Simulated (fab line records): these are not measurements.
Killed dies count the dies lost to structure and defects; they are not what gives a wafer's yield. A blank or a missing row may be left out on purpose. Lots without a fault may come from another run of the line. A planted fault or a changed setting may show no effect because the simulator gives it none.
A lot that was struck, set against a sound lot :: flow nand_harc :: 36 steps out of a route of 1159
Sound: wafers L657.1, L657.2, L657.5. Struck: wafer L659.3. (L659.2, L659.4 of the same lot were not struck and are left out.) The cause comes at the end.
At each step with rows: each side's tool, then ch and its chambers, then its first start. Under that, the readings that differ: sound wafers :: struck wafers :: difference of the means :: sigmas: that difference in standard deviations of wafers without a fault.
alike: a reading whose means differ by less than 2 such deviations, as well as words and numbers matching on both sides. not compared: withheld readings; readings where some wafer has no value; bounds like >300 that might hide an equal value; numbers whose values overlap and for which the record gives no deviation.
The two part at a step that has a row with sigmas, a row that says differs or no value, or rows on one side only. Numbers that don't overlap but have no deviation are shown without sigmas and don't part them. Lack of a reading on every wafer of one side parts them only where that side has two or more wafers.

first, 2 steps without rows for these wafers: NHARC_A_SLIT_PRECLEAN_19 (cleans in SC1); NHARC_A_SLIT_SRD_20.
NHARC_A_SLIT_CD_MEAS_21:
  sound on cd_sem-03, day 15 01:27; struck on cd_sem-02, day 15 20:34
  alike: cd_nm
then, 3 steps without rows for these wafers: NHARC_A_SIN_REMOVE_WET_00 (chemistry H3PO4, time 15300 s); NHARC_A_SIN_REMOVE_PRECLEAN_01 (cleans in SC1); NHARC_A_SIN_REMOVE_SRD_02.
NHARC_A_SIN_REMOVE_INSPECT_04:
  sound on defect_inspect-01, day 15 08:37; struck on defect_inspect-01, day 16 02:35
  alike: raw_defect_count
NHARC_A_WL_FILL_ALD_00: deposits Al2O3, target thk 3 nm, pulse time 3 s, ald cycles 30.
  sound on ald_hk-04 ch 0,1,3, day 15 08:43; struck on ald_hk-02 ch 0, day 16 02:39
  alike: heater_power_w, precursor_pulse_height_rel
then, 1 step without rows for these wafers: NHARC_A_WL_FILL_RTA_01 (time 5 s).
NHARC_A_WL_FILL_ALD_02: deposits TiN, target thk 2 nm, pulse time 3 s, ald cycles 100.
  sound on ald_metal-04 ch 1,2, day 15 09:19; struck on ald_metal-03 ch 0, day 16 03:08
  alike: heater_power_w, precursor_pulse_height_rel
NHARC_A_WL_FILL_CVD_03: deposits W, target thk 40 nm, time 3302 s.
  sound on cvd_w-02 ch 0,1, day 15 14:14; struck on cvd_w-02 ch 0, day 16 03:34
  alike: heater_power_w, throttle_valve_pct
then, 1 step without rows for these wafers: NHARC_A_WL_FILL_ETCHBACK_04 (etches the open film in NF3, target depth 60 nm, time 120 s).
NHARC_A_WL_FILL_ETCHBACK_05: etches the open film in Cl2/BCl3, target depth 22 nm, time 60 s.
  sound on rie_metal-01 ch 0,1, day 15 17:49; struck on rie_metal-01 ch 1, day 16 07:07
  alike: drypump_motor_current_A, oes_product_au
  not compared: rf_hours_counter_h
NHARC_A_WL_FILL_STRIP_27: strips in N2/H2, time 20 s.
  sound on plasma_asher-01 ch 0,1, day 15 17:57; struck on plasma_asher-01 ch 1, day 16 07:25
  alike: drypump_motor_current_A, heater_power_w
  not compared: rf_hours_counter_h
then, 15 steps without rows for these wafers: NHARC_A_WL_FILL_STRIP_28 (strips in post etch residue remover, time 1200 s); NHARC_A_WL_FILL_PRECLEAN_06 (cleans in DIW, time 300 s); NHARC_A_WL_FILL_SRD_07; NHARC_A_WL_FILL_ANNEAL_08 (time 1800 s); NHARC_A_WL_FILL_ALD_10 (deposits SiO2, target thk 50 nm, pulse time 10 s, ald cycles 500); NHARC_A_WL_FILL_ETCHBACK_16 (etches the open film in C4F8/O2/Ar, target depth 88 nm, time 17.6 s); NHARC_A_WL_FILL_STRIP_29 (strips in O2, time 20 s); NHARC_A_WL_FILL_ETCHBACK_17 (etches the open film in Cl2/BCl3, target depth 4 nm, time 26.7 s); NHARC_A_WL_FILL_PRECLEAN_18 (cleans in dHF, time 30 s); NHARC_A_WL_FILL_SRD_21; NHARC_A_WL_FILL_CVD_23 (deposits poly-Si, target thk 40 nm, time 800 s); NHARC_A_WL_FILL_ETCHBACK_26 (etches the open film in HBr, target depth 52 nm, time 13.3 s); NHARC_A_WL_FILL_PRECLEAN_30 (cleans in dHF, time 10 s); NHARC_A_WL_FILL_SRD_14; NHARC_A_WL_FILL_ALD_19 (deposits TiN, target thk 2 nm, pulse time 3 s, ald cycles 100).
NHARC_A_WL_FILL_CVD_20: deposits W, target thk 75 nm, time 5064 s.
  sound: cvd_w-02 ch 0,1; struck: cvd_w-01 ch 0
reading: throttle_valve_pct (%)
sound: 8.30 8.21 8.00
struck: 7.76
difference: -0.41
sigmas: -2
  alike: heater_power_w
then, 2 steps without rows for these wafers: NHARC_A_WL_FILL_CMP_12 (polishes, t overpolish 30 s, target thk 75 nm); NHARC_A_WL_FILL_SRD_31.
NHARC_A_WL_FILL_INSPECT_15:
  sound on defect_inspect-02, day 16 14:43; struck on defect_inspect-02, day 17 09:19
reading: raw_defect_count
sound: 704 627 559
struck: 330
difference: -300
sigmas: -2
then, 2 steps without rows for these wafers: NHARC_A_CONTACT_DEP_24 (deposits SiO2, target thk 500 nm); NHARC_A_CONTACT_DEP_28 (deposits aC, target thk 3600 nm).
-- break in the record here, with 4 days between the starts of the struck wafers on either side (left off in module A_CONTACT, picked up again in module END, where the first step shown is number 1159 on the route) --
NHARC_END_SORT_01:
  here the record holds rows for the struck wafers (prober-01 ch 0, day 21 11:47) but none for the sound ones

## WHERE THEY PART
First at NHARC_A_WL_FILL_CVD_20; last, within this record, at NHARC_END_SORT_01.

WHY: what had been put in by the simulator
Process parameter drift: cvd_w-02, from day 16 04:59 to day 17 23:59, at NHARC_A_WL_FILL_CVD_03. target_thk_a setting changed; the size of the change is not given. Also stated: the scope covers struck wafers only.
